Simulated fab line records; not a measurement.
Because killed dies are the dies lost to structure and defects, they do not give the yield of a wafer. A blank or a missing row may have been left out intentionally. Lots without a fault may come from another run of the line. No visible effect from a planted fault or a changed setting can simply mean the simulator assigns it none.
Chamber matching	flow nand_harc	NHARC_A_CHANNEL_FILL_D1_ALD_16 on ald_hk-04: 4 sister chambers
The step deposits SiO2, target thk 1.5 nm, pulse time 10 s, ald cycles 15. 8 wafers are shown with their chamber, then 11 later ones without.

WAFERS PAIRED WITH THEIR CHAMBERS
wafer	chamber	heater_power_outer_w (W)	heater_power_w (W)
L085.2	1	260	448
L087.1	0	263	455
L087.4	3	287	452
L087.6	2	257	432
L092.3	1	263	438
L092.5	3	289	464
L092.6	0	255	456
L093.2	2	251	437

WAFERS WHOSE CHAMBER IS MISSING
wafer	heater_power_outer_w (W)	heater_power_w (W)
L093.3	250	451
L093.4	263	449
L096.3	290	449
L096.4	259	442
L096.6	267	444
L097.2	294	457
L097.4	259	459
L097.5	251	454
L095.2	260	442
L095.3	285	460
L095.5	256	461

WHICH CHAMBER EACH ONE RAN IN
wafer	from the rows above	in truth
L093.3	can't be placed: 0 or 2 or 1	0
L093.4	can't be placed: 1 or 0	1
L096.3	3	3
L096.4	can't be placed: 1 or 2 or 0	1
L096.6	can't be placed: 1 or 0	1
L097.2	3	3
L097.4	0	0
L097.5	can't be placed: 0 or 1 or 2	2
L095.2	can't be placed: 1 or 2 or 0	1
L095.3	3	3
L095.5	0	0
Placed correctly: 5 of 11. Unplaceable from these rows: 6, with the true chamber sitting among the candidates in 6. Wrongly placed: 0.
How it was worked out, from the rows above alone: a wafer's distance from a chamber is the root of the sum, over the readings, of the square of ((its reading less the chamber's mean) divided by the reading's scatter). The wafer belongs to the nearest chamber; if the next one is less than 2 further off, it can't be placed. The mean given for a chamber averages the wafers shown for that chamber. The scatter is the square root of a quotient: the sum, over the shown wafers, of each reading's squared deviation from its chamber's mean, divided by wafers minus chambers.
